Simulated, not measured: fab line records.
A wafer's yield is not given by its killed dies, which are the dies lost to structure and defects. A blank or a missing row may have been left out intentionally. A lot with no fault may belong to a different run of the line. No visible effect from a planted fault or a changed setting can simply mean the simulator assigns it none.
fab line records | flow n5Finfet
record lots=9 | wafers=27 | lastDay=20
route steps=1938 shown FIN_CUT@176 STI_FIN_REVEAL@188 BEOL_M4@1111 PASSIVATION@1936
lots that met no fault: taken from a fault-free run of the same line
startH: the number of hours between the record's first day and the start of the first shown wafer of the lot | waitH: hours from the lot's prior step to this one | " unchanged from the row above | L1.1+2: several wafers, shown together as one row | - no value, or no start was given | * or withheld: withheld | < > ~ a bound
route shown NAME@n: a module of which the file shows steps, and the number in the route of the first | usual: the fault-free wafers' mean and standard deviation | same: alike in all rows | chamber/n: place in a boat | sites: the reading at each site | _std_site: how widely they spread, as a standard deviation | _edge_site: inner sites' mean taken away from outer sites' mean | radiusMm: how far each site lies from the wafer's centre | mask NAME#n: copy n | behind: tool/chamber where the wafer was last shaped | hold: reason for holding the lot/hours on hold/outcome of the hold | device: names the non-switching transistor (n, p or np) | end of line: at the end of the route, the tests of the same wafers | a step with no rows: only its recipe | killed: dies that structure and defects cost at the first sort, which is not the same as the wafer's yield | map: per-die view of a wafer (x killed, . not killed, _ where there is no die)
set.NAME: the setting as run; set.NAME@STEP: as run at that earlier step | model.NAME: the simulator's own value behind a step, which no gauge read
steps of the route over a sample of lots; a table a step, a row a wafer
services: from which hour (startH, from the record's first day; less than 0 if before it) a tool's chamber was out of use, for how many hours, and why
## steps
# step N5_FIN_CUT_CUT_ETCH_15
# recipe chemistry=HBr/Cl2/O2 | target=Si | targetDepthA=1000 | btTimeS=10 | maskMaterial=SOC | timeS=42.4 | ionEnergyEv=* | biasW=* | pressureMtorr=10 | icpW=800 | HBr_flow_sccm=150 | Cl2_flow_sccm=80 | O2_flow_sccm=12
# usual drypumpMotorCurrentA=5.7/0.45 | oesProductAu=0.994/0.02 | throttleValvePct=37.0/0.31
# same btTimeS=10
lot.wafer | tool     | chamber | startH | waitH | drypumpMotorCurrentA | oesProductAu | rfHoursCounterH | throttleValvePct
L264.2    | rieSi-04 | 1       | 32.90  | 0.1   | 6.0                  | 1.009        | 2               | 37.0
L264.4    | "        | 0       | "      | "     | 6.1                  | 1.020        | 155             | 37.4
L264.6    | "        | 1       | "      | "     | 6.0                  | 1.015        | -               | 37.0
L269.1    | rieSi-04 | 2       | 65.08  | 0.1   | 5.4                  | 0.986        | 165             | 36.6
L269.3    | "        | 0       | "      | "     | 6.0                  | 1.018        | 156             | 37.4
L269.6    | "        | 3       | "      | "     | 6.4                  | 1.017        | -               | 36.5
L274.1    | rieSi-04 | 0       | 93.15  | 0.1   | 6.0                  | 1.026        | 156             | 37.4
L274.2    | "        | 1       | "      | "     | 6.0                  | 1.012        | 3               | 37.0
L274.6    | "        | 2       | "      | "     | 5.4                  | 0.976        | -               | 36.6
L277.1    | rieSi-06 | 0       | 112.21 | 0.1   | 5.6                  | 1.002        | 1               | 37.3
L277.2    | "        | 3       | "      | "     | 5.0                  | 0.980        | 181             | 37.4
L277.5    | "        | 0       | "      | "     | 5.5                  | 0.990        | -               | 37.3
L279.2    | rieSi-04 | 0       | 123.59 | 0.1   | 6.1                  | 1.019        | 157             | 37.4
L279.3    | "        | 3       | "      | "     | 6.5                  | 1.024        | 176             | 36.5
L279.4    | "        | 3       | "      | "     | 6.4                  | 1.016        | -               | 36.5
L280.3    | rieSi-04 | 2       | 129.49 | 0.0   | 5.4                  | 0.989        | 166             | 36.6
L280.5    | "        | 3       | "      | "     | 6.4                  | 1.031        | -               | 36.5
L280.6    | "        | 0       | "      | "     | 6.1                  | 1.019        | -               | 37.4
L283.1    | rieSi-06 | 0       | 147.12 | 0.1   | 5.6                  | 0.989        | 2               | 37.3
L283.5    | "        | 0       | "      | "     | 5.6                  | 1.001        | -               | 37.3
L283.6    | "        | 3       | "      | "     | 5.0                  | 0.979        | -               | 37.4
L285.1    | rieSi-01 | 0       | 159.68 | 0.1   | 5.8                  | 0.969        | 33              | 37.1
L285.3    | "        | 2       | "      | "     | 5.7                  | 0.995        | 56              | 36.7
L285.5    | "        | 3       | "      | "     | 6.1                  | 0.966        | -               | 36.8
L286.1    | rieSi-06 | 1       | 165.35 | 0.1   | 6.0                  | 0.969        | 154             | 37.4
L286.2    | "        | 0       | "      | "     | 5.6                  | 0.995        | 2               | 37.3
L286.3    | "        | 2       | "      | "     | 4.9                  | 1.013        | 48              | 37.0
# step N5_FIN_CUT_INSPECT_17
# recipe inspectInstrument=brightfield | mode=aei
# usual rawDefectCount=226/63
lot.wafer | tool             | chamber | startH | waitH | rawDefectCount
L264.2    | defectInspect-01 | -       | 33.18  | 0.0   | 223
L264.4    | "                | -       | "      | "     | 210
L264.6    | "                | -       | "      | "     | 241
L269.1    | defectInspect-02 | -       | 65.36  | 0.0   | 203
L269.3    | "                | -       | "      | "     | 176
L269.6    | "                | -       | "      | "     | 169
L274.1    | defectInspect-02 | -       | 93.56  | 0.0   | 158
L274.2    | "                | -       | "      | "     | 107
L274.6    | "                | -       | "      | "     | 179
L277.1    | defectInspect-02 | -       | 112.52 | 0.0   | 285
L277.2    | "                | -       | "      | "     | 310
L277.5    | "                | -       | "      | "     | 327
L279.2    | defectInspect-02 | -       | 123.91 | 0.0   | 315
L279.3    | "                | -       | "      | "     | 1007
L279.4    | "                | -       | "      | "     | 1082
L280.3    | defectInspect-01 | -       | 129.77 | 0.0   | 171
L280.5    | "                | -       | "      | "     | 1013
L280.6    | "                | -       | "      | "     | 220
L283.1    | defectInspect-01 | -       | 147.40 | 0.0   | 226
L283.5    | "                | -       | "      | "     | 217
L283.6    | "                | -       | "      | "     | 284
L285.1    | defectInspect-01 | -       | 159.99 | 0.0   | 258
L285.3    | "                | -       | "      | "     | 269
L285.5    | "                | -       | "      | "     | 261
L286.1    | defectInspect-02 | -       | 165.63 | 0.0   | 196
L286.2    | "                | -       | "      | "     | 222
L286.3    | "                | -       | "      | "     | 283
# step N5_STI_FIN_REVEAL_THK_MEAS_05
# usual thkNm=131.6/1.3
lot.wafer | tool         | chamber | startH | waitH | thkNm
L264.2    | filmMetro-01 | -       | 40.05  | -     | 130.6
L264.4    | "            | -       | "      | "     | 133.2
L264.6    | "            | -       | "      | "     | 131.5
L269.1    | filmMetro-01 | -       | 70.92  | -     | 131.4
L269.3    | "            | -       | "      | "     | 130.5
L269.6    | "            | -       | "      | "     | 130.8
L274.1    | filmMetro-01 | -       | 99.85  | -     | 130.4
L274.2    | "            | -       | "      | "     | 131.1
L274.6    | "            | -       | "      | "     | 131.1
L277.1    | filmMetro-01 | -       | 117.96 | -     | 131.5
L277.2    | "            | -       | "      | "     | 131.3
L277.5    | "            | -       | "      | "     | 132.4
L279.2    | filmMetro-02 | -       | 129.33 | -     | 132.1
L279.3    | "            | -       | "      | "     | 132.9
L279.4    | "            | -       | "      | "     | 133.2
L280.3    | filmMetro-01 | -       | 135.20 | -     | 131.4
L280.5    | "            | -       | "      | "     | 133.1
L280.6    | "            | -       | "      | "     | 132.0
L283.1    | filmMetro-01 | -       | 153.33 | -     | 130.6
L283.5    | "            | -       | "      | "     | 132.8
L283.6    | "            | -       | "      | "     | 131.0
L285.1    | filmMetro-01 | -       | 165.42 | -     | 131.5
L285.3    | "            | -       | "      | "     | 131.9
L285.5    | "            | -       | "      | "     | 130.4
L286.1    | filmMetro-01 | -       | 171.44 | -     | 128.7
L286.2    | "            | -       | "      | "     | 132.4
L286.3    | "            | -       | "      | "     | 130.9
# step N5_STI_FIN_REVEAL_DENSIFY_30
# recipe tempC=* | timeS=* | ambient=N2 | idleTempC=600 | rampUpCPerS=150 | rampDownCPerS=60 | coolToC=600
# usual lampPowerPct=11.53/0.053 | lamp_zone_1_pct=11.528/0.02 | wafer_temp_C_max=*
lot.wafer | tool         | chamber | startH | waitH | lampPowerPct | lamp_zone_1_pct | wafer_temp_C_max
L264.2    | rtpAnneal-01 | 0       | 40.16  | 0.1   | 11.44        | 11.520          | *
L264.4    | "            | 0       | "      | "     | 11.49        | 11.548          | *
L264.6    | "            | 0       | "      | "     | 11.59        | 11.525          | *
L269.1    | rtpAnneal-01 | 0       | 70.95  | 0.0   | 11.52        | 11.543          | *
L269.3    | "            | 0       | "      | "     | 11.58        | 11.532          | *
L269.6    | "            | 0       | "      | "     | 11.58        | 11.531          | *
L274.1    | rtpAnneal-02 | 0       | 99.88  | 0.0   | 11.51        | 11.564          | *
L274.2    | "            | 0       | "      | "     | 11.56        | 11.543          | *
L274.6    | "            | 0       | "      | "     | 11.54        | 11.536          | *
L277.1    | rtpAnneal-02 | 0       | 117.98 | 0.0   | 11.55        | 11.514          | *
L277.2    | "            | 0       | "      | "     | 11.52        | 11.526          | *
L277.5    | "            | 0       | "      | "     | 11.57        | 11.558          | *
L279.2    | rtpAnneal-02 | 0       | 129.61 | 0.3   | 11.50        | 11.541          | *
L279.3    | "            | 0       | "      | "     | 11.53        | 11.524          | *
L279.4    | "            | 0       | "      | "     | 11.51        | 11.535          | *
L280.3    | rtpAnneal-01 | 0       | 135.29 | 0.1   | 11.56        | 11.495          | *
L280.5    | "            | 0       | "      | "     | 11.49        | 11.502          | *
L280.6    | "            | 0       | "      | "     | 11.58        | 11.518          | *
L283.1    | rtpAnneal-02 | 0       | 153.36 | 0.0   | 11.61        | 11.537          | *
L283.5    | "            | 0       | "      | "     | 11.45        | 11.526          | *
L283.6    | "            | 0       | "      | "     | 11.63        | 11.530          | *
L285.1    | rtpAnneal-02 | 0       | 165.60 | 0.2   | 11.54        | 11.543          | *
L285.3    | "            | 0       | "      | "     | 11.53        | 11.516          | *
L285.5    | "            | 0       | "      | "     | 11.52        | 11.552          | *
L286.1    | rtpAnneal-02 | 0       | 171.47 | 0.0   | 11.50        | 11.540          | *
L286.2    | "            | 0       | "      | "     | 11.47        | 11.504          | *
L286.3    | "            | 0       | "      | "     | 11.52        | 11.541          | *
# step N5_STI_FIN_REVEAL_STRIP_24
# recipe chemistry=N2/H2 | timeS=90 | powerW=100 | tempC=40 | pressureMtorr=100 | rfFrequencyHz=6e+07 | biasPowerW=3 | n2FlowSccm=300 | h2FlowSccm=300
# usual drypumpMotorCurrentA=5.7/0.44 | oesProductAu=0.79/0.091 | rfVppV=45.4/0.8 | showerheadPlenumPTorr=3.39/0.13 | throttleValvePct=12.19/0.26
lot.wafer | tool       | chamber | startH | waitH | drypumpMotorCurrentA | oesProductAu | rfHoursCounterH | rfVppV | showerheadPlenumPTorr | throttleValvePct
L264.2    | rieDiel-04 | 0       | 40.38  | 0.0   | 5.7                  | 0.69         | 223             | 45.4   | 3.22                  | 12.49
L264.4    | "          | 1       | "      | "     | 6.4                  | 0.74         | 183             | 45.6   | 3.48                  | 12.35
L264.6    | "          | 0       | "      | "     | 5.7                  | 0.70         | -               | 44.5   | 3.22                  | 12.46
L269.1    | rieDiel-04 | 2       | 71.20  | 0.0   | 5.7                  | 0.91         | 22              | 46.6   | 3.31                  | 11.79
L269.3    | "          | 1       | "      | "     | 6.4                  | 0.74         | 193             | 45.1   | 3.48                  | 12.35
L269.6    | "          | 0       | "      | "     | 5.7                  | 0.69         | -               | 44.2   | 3.21                  | 12.51
L274.1    | rieDiel-01 | 0       | 100.13 | 0.0   | 4.9                  | 0.76         | 167             | 46.3   | 3.34                  | 12.19
L274.2    | "          | 3       | "      | "     | 4.9                  | 0.92         | 27              | 45.7   | 3.59                  | 11.86
L274.6    | "          | 3       | "      | "     | 4.9                  | 0.92         | -               | 45.1   | 3.59                  | 11.86
L277.1    | rieDiel-04 | 2       | 118.23 | 0.0   | 5.8                  | 0.88         | 40              | 45.4   | 3.30                  | 11.84
L277.2    | "          | 1       | "      | "     | 6.4                  | 0.73         | 209             | 44.6   | 3.47                  | 12.39
L277.5    | "          | 3       | "      | "     | 5.8                  | 0.77         | -               | 45.6   | 3.40                  | 12.27
L279.2    | rieDiel-01 | 1       | 129.84 | 0.0   | 5.3                  | 0.71         | 228             | 46.1   | 3.33                  | 12.48
L279.3    | "          | 2       | "      | "     | 6.4                  | 0.91         | 29              | 45.6   | 3.60                  | 12.04
L279.4    | "          | 0       | "      | "     | 4.9                  | 0.74         | 177             | 46.5   | 3.33                  | 12.24
L280.3    | rieDiel-04 | 0       | 135.48 | 0.0   | 5.7                  | 0.99         | 2               | 45.1   | 3.61                  | 11.93
L280.5    | "          | 2       | "      | "     | 5.7                  | 0.86         | -               | 44.9   | 3.30                  | 11.87
L280.6    | "          | 3       | "      | "     | 5.8                  | 0.75         | -               | 45.0   | 3.39                  | 12.27
L283.1    | rieDiel-01 | 2       | 153.84 | 0.0   | 6.4                  | 0.91         | 37              | 45.4   | 3.59                  | 12.06
L283.5    | "          | 2       | "      | "     | 6.4                  | 0.90         | -               | 46.7   | 3.59                  | 12.06
L283.6    | "          | 3       | "      | "     | 4.9                  | 0.88         | -               | 46.4   | 3.58                  | 11.94
L285.1    | rieDiel-04 | 3       | 165.84 | 0.0   | 5.8                  | 0.75         | 151             | 45.6   | 3.39                  | 12.29
L285.3    | "          | 2       | "      | "     | 5.7                  | 0.84         | 58              | 46.8   | 3.29                  | 11.89
L285.5    | "          | 3       | "      | "     | 5.8                  | 0.75         | -               | 44.4   | 3.39                  | 12.30
L286.1    | rieDiel-01 | 0       | 171.85 | 0.0   | 4.9                  | 0.74         | 191             | 45.1   | 3.33                  | 12.30
L286.2    | "          | 2       | "      | "     | 6.4                  | 0.90         | 44              | 45.7   | 3.59                  | 12.05
L286.3    | "          | 1       | "      | "     | 5.3                  | 0.71         | 243             | 46.2   | 3.32                  | 12.51
# step N5_BEOL_M4_RC_MEAS_101
# usual DIBL_N=36.7/1.8 | DIBL_P=37.0/2.4 | IOFF_N=0.17/0.036 | IOFF_P=0.22/0.042 | ION_N=673/12 | ION_P=462/8.5 | SS_N=71.7/0.62 | SS_P=73.4/0.65 | VT_N=250/3.7 | VT_P=-250/3.7
lot.wafer | tool      | chamber | startH | waitH | DIBL_N[mV/V] | DIBL_P[mV/V] | IOFF_N[nA/um] | IOFF_P[nA/um] | ION_N[uA/um] | ION_P[uA/um] | SS_N[mV/dec] | SS_P[mV/dec] | VT_N[mV] | VT_P[mV]
L264.2    | prober-02 | 0       | 188.56 | 0.2   | 38.5         | 39.0         | 0.19          | 0.25          | 671          | 461          | 71.5         | 73.3         | 250      | -250
L264.4    | "         | 0       | "      | "     | 38.2         | 39.0         | 0.21          | 0.24          | 675          | 460          | 71.9         | 74.6         | 245      | -250
L264.6    | "         | 0       | "      | "     | 37.8         | 37.4         | 0.19          | 0.22          | 667          | 457          | 72.0         | 73.4         | 250      | -249
L269.1    | prober-01 | 0       | 233.22 | 0.0   | 35.5         | 35.9         | 0.15          | 0.21          | 669          | 461          | 71.5         | 72.5         | 248      | -252
L269.3    | "         | 0       | "      | "     | 36.9         | 37.3         | 0.17          | 0.22          | 669          | 460          | 72.1         | 73.8         | 250      | -252
L269.6    | "         | 0       | "      | "     | 39.9         | 40.9         | 0.24          | 0.27          | 687          | 463          | 73.2         | 74.7         | 244      | -250
L274.1    | prober-02 | 0       | 237.03 | 0.0   | 37.4         | 38.1         | 0.18          | 0.23          | 675          | 459          | 71.5         | 74.1         | 248      | -251
L274.2    | "         | 0       | "      | "     | 36.3         | 37.3         | 0.16          | 0.23          | 687          | 471          | 71.8         | 73.4         | 249      | -250
L274.6    | "         | 0       | "      | "     | 37.2         | 36.4         | 0.16          | 0.21          | 689          | 470          | 71.9         | 73.1         | 248      | -250
L279.2    | prober-02 | 0       | 272.55 | 0.2   | 34.4         | 35.6         | 0.13          | 0.18          | 669          | 461          | 69.5         | 72.7         | 251      | -253
L279.3    | "         | 0       | "      | "     | 36.2         | 37.1         | 0.15          | 0.22          | 677          | 474          | 71.6         | 73.1         | 249      | -247
L279.4    | "         | 0       | "      | "     | 34.7         | 35.4         | 0.13          | 0.18          | 654          | 457          | 71.0         | 73.0         | 251      | -251
L277.1    | prober-01 | 0       | 280.22 | 0.0   | 36.7         | 38.6         | 0.16          | 0.23          | 667          | 458          | 71.5         | 74.3         | 250      | -251
L277.2    | "         | 0       | "      | "     | 35.1         | 35.9         | 0.14          | 0.18          | 662          | 453          | 72.0         | 74.2         | 252      | -257
L277.5    | "         | 0       | "      | "     | 37.1         | 38.7         | 0.19          | 0.23          | 691          | 466          | 71.7         | 74.5         | 245      | -253
L280.3    | prober-02 | 0       | 282.98 | 0.3   | 39.3         | 41.1         | 0.23          | 0.29          | 690          | 478          | 71.9         | 73.8         | 243      | -244
L280.5    | "         | 0       | "      | "     | 40.1         | 41.8         | 0.24          | 0.32          | 694          | 473          | 72.3         | 74.4         | 243      | -242
L280.6    | "         | 0       | "      | "     | 37.9         | 40.0         | 0.21          | 0.28          | 692          | 478          | 72.5         | 74.2         | 243      | -242
L283.1    | prober-01 | 0       | 300.55 | 0.0   | 35.7         | 34.9         | 0.15          | 0.19          | 678          | 461          | 71.4         | 73.1         | 251      | -249
L283.5    | "         | 0       | "      | "     | 36.7         | 36.2         | 0.17          | 0.22          | 686          | 464          | 71.0         | 73.8         | 250      | -249
L283.6    | "         | 0       | "      | "     | 32.1         | 30.0         | 0.10          | 0.14          | 662          | 456          | 70.7         | 72.4         | 256      | -255
L285.1    | prober-02 | 0       | 330.73 | 0.0   | 37.6         | 38.4         | 0.18          | 0.24          | 684          | 467          | 72.0         | 72.7         | 248      | -250
L285.3    | "         | 0       | "      | "     | 36.9         | 37.5         | 0.16          | 0.22          | 671          | 460          | 71.8         | 73.1         | 249      | -254
L285.5    | "         | 0       | "      | "     | 36.6         | 37.7         | 0.16          | 0.23          | 676          | 469          | 71.8         | 73.9         | 249      | -251
L286.1    | prober-01 | 0       | 355.73 | 0.0   | 36.6         | 36.4         | 0.15          | 0.19          | 669          | 454          | 71.8         | 72.8         | 251      | -252
L286.2    | "         | 0       | "      | "     | 36.8         | 35.9         | 0.16          | 0.20          | 682          | 464          | 71.9         | 73.6         | 248      | -253
L286.3    | "         | 0       | "      | "     | 35.9         | 35.0         | 0.14          | 0.18          | 670          | 455          | 71.6         | 73.4         | 251      | -254
# step N5_PASSIVATION_PROBE_49
# usual defectLimitedYield=91.1/1.4 | killed_at_M0_to_M3=32/9.3 | killed_at_M4_up=13/5.8 | killedAtContacts=12/6.3 | killedAtFrontEnd=44/12 | killedAtOther=3.6/2.7 | killedDies=104/17 | killedOnRim=14/3.9 | killedOpen=69/13 | killedShort=34/6.9 | sort_bin_5_function=5.2/0.98 | sort_bin_6_memory=3.3/0.59 | sortNPass=1075/17 | sortYieldPct=91.1/1.4
# same grossDies=1180 | killedAtBackSide=0 | sort_bin_4_leakage[%]=0 | sort_bin_8_speed[%]=0
lot.wafer | tool      | chamber | startH | waitH | defectLimitedYield[%] | killed_at_M0_to_M3 | killed_at_M4_up | killedAtContacts | killedAtFrontEnd | killedAtOther | killedDies | killedOnRim | killedOpen | killedShort | sort_bin_5_function[%] | sort_bin_6_memory[%] | sortNPass | sortYieldPct[%]
L279.2    | prober-02 | -       | 376.23 | 0.1   | 88.6                  | 34                 | 9               | 18               | 69               | 4             | 134        | 10          | 91         | 43          | 7.0                    | 3.8                  | 1046      | 88.6
L279.3    | prober-02 | -       | 376.28 | 0.1   | 84.1                  | 38                 | 10              | 8                | 129              | 3             | 188        | 34          | 89         | 33          | 9.6                    | 4.0                  | 992       | 84.1
L279.4    | prober-02 | -       | 376.33 | 0.2   | 86.2                  | 32                 | 7               | 10               | 108              | 6             | 163        | 34          | 73         | 32          | 7.4                    | 4.2                  | 1017      | 86.2
L280.3    | prober-01 | -       | 398.27 | 0.1   | 91.9                  | 27                 | 9               | 11               | 47               | 2             | 96         | 14          | 69         | 27          | 4.9                    | 3.1                  | 1084      | 91.9
L280.5    | prober-01 | -       | 398.37 | 0.2   | 85.8                  | 36                 | 5               | 25               | 100              | 2             | 168        | 28          | 74         | 35          | 7.6                    | 4.9                  | 1012      | 85.8
L280.6    | prober-01 | -       | 398.42 | 0.3   | 91.9                  | 24                 | 13              | 14               | 44               | 1             | 96         | 13          | 63         | 32          | 4.7                    | 3.0                  | 1084      | 91.9
# killed by level:class
L279.2 STI_FIN_REVEAL:geometricParticle:open=18 MOL_CONTACT_COAG:geometricParticle:open=15 GATE_CUT:geometricParticle:short=11 BEOL_M0_SAQP:geometricParticle:short=11 FIN_SAQP:geometricParticle:open=9 DUMMY_GATE:geometricParticle:open=9 BEOL_M0_SAQP:geometricParticle:open=9 BEOL_M2:geometricParticle:open=9
L279.3 FIN_CUT:unspecified=62 FIN_SAQP:geometricParticle:open=15 STI_FIN_REVEAL:geometricParticle:open=15 DUMMY_GATE:geometricParticle:open=10 FIN_SAQP:geometricParticle:short=9 BEOL_M2:geometricParticle:open=8 BEOL_M0:geometricParticle:open=8 MOL_CONTACT_COAG:geometricParticle:open=7
L279.4 FIN_CUT:unspecified=56 BEOL_M0_SAQP:geometricParticle:open=9 MOL_CONTACT_COAG:geometricParticle:open=8 FIN_SAQP:geometricParticle:open=7 STI_FIN_REVEAL:geometricParticle:open=7 STARTING-WAFER:geometricParticle:open=7 GATE_CUT:geometricParticle:short=6 BEOL_M3:geometricParticle:open=6
L280.3 FIN_SAQP:geometricParticle:open=16 BEOL_M1:geometricParticle:open=11 MOL_CONTACT_COAG:geometricParticle:open=11 FIN_SAQP:geometricParticle:short=8 BEOL_M3:geometricParticle:open=8 STI_FIN_REVEAL:geometricParticle:open=5 BEOL_M0_SAQP:geometricParticle:open=4 STARTING-WAFER:geometricParticle:short=4
L280.5 FIN_CUT:unspecified=58 MOL_CONTACT_COAG:geometricParticle:open=20 BEOL_M1:geometricParticle:open=10 GATE_CUT:geometricParticle:short=8 FIN_SAQP:geometricParticle:open=7 BEOL_M3:geometricParticle:open=7 SPACER0:geometricParticle:open=6 MOL_CONTACT_COAG:geometricParticle:short=5
L280.6 FIN_SAQP:geometricParticle:open=13 MOL_CONTACT_COAG:geometricParticle:open=10 FIN_SAQP:geometricParticle:short=7 GATE_CUT:geometricParticle:short=6 BEOL_M0_SAQP:geometricParticle:open=5 BEOL_M4:geometricParticle:open=5 STI_FIN_REVEAL:geometricParticle:open=4 GATE_CUT:geometricParticle:open=4
## services
tool         | chamber | startH | hours | kind
rieSi-06     | 3       | 23.44  | 1.9   | repair
rieSi-06     | 3       | 27.42  | 1.4   | repair
rieSi-01     | 3       | 31.87  | 8.5   | repair
rieSi-04     | 3       | 45.57  | 4.1   | repair
rieDiel-04   | 1       | 50.04  | 6.2   | repair
rieSi-04     | -       | 50.82  | 2.2   | repair
rieDiel-04   | 3       | 51.04  | 30.3  | repair
rieSi-04     | -       | 54.79  | 0.3   | repair
rieSi-01     | -       | 67.96  | 0.6   | repair
rieDiel-01   | 2       | 69.28  | 5.1   | repair
rieDiel-01   | -       | 76.56  | 0.6   | repair
rieSi-06     | 1       | 81.23  | 2.9   | repair
rieSi-01     | 1       | 107.74 | 7.3   | repair
rieDiel-04   | 1       | 107.92 | 4.6   | repair
rieDiel-04   | 0       | 112.71 | -     | clean
rieDiel-04   | 0       | 112.71 | -     | consumableReplace:focusRing
rieDiel-04   | 0       | 112.71 | -     | consumableReplace:showerhead
rieDiel-04   | 0       | 112.71 | 17.8  | scheduledDown
rieDiel-04   | 0       | 112.71 | 17.8  | ventCycle
rieSi-04     | 2       | 121.91 | 6.5   | repair
rtpAnneal-02 | -       | 138.40 | 7.0   | pm
rieSi-01     | 2       | 139.71 | 5.5   | repair
rieDiel-04   | 2       | 158.20 | 4.0   | repair
rieSi-01     | -       | 160.32 | 2.8   | pm
## key
firstSign step=N5_FIN_CUT_INSPECT_17 | reading=rawDefectCount | direction=up | sigmas=13 | usual=226 | struck=1034
effect step=N5_PASSIVATION_PROBE_49 | reading=killedAtFrontEnd | direction=up | sigmas=5.5 | usual=44 | struck=112
moreKillsBornAt N5_FIN_CUT_CUT_ETCH_15@rieSi-04=176
metAt N5_FIN_CUT_CUT_ETCH_15
struckLots L279,L280
struckWafers L279.3,L279.4,L280.5
notActingAt N5_STI_FIN_REVEAL_THK_MEAS_05,N5_STI_FIN_REVEAL_DENSIFY_30,N5_STI_FIN_REVEAL_STRIP_24
onsetBetween 65.08 123.59
fault kind=chamberParticleSource | tool=rieSi-04 | chamber=3 | onsetH=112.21 | steps=N5_FIN_CUT_CUT_ETCH_15 | ratePerVisitCm2=1.2391 | endH=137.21
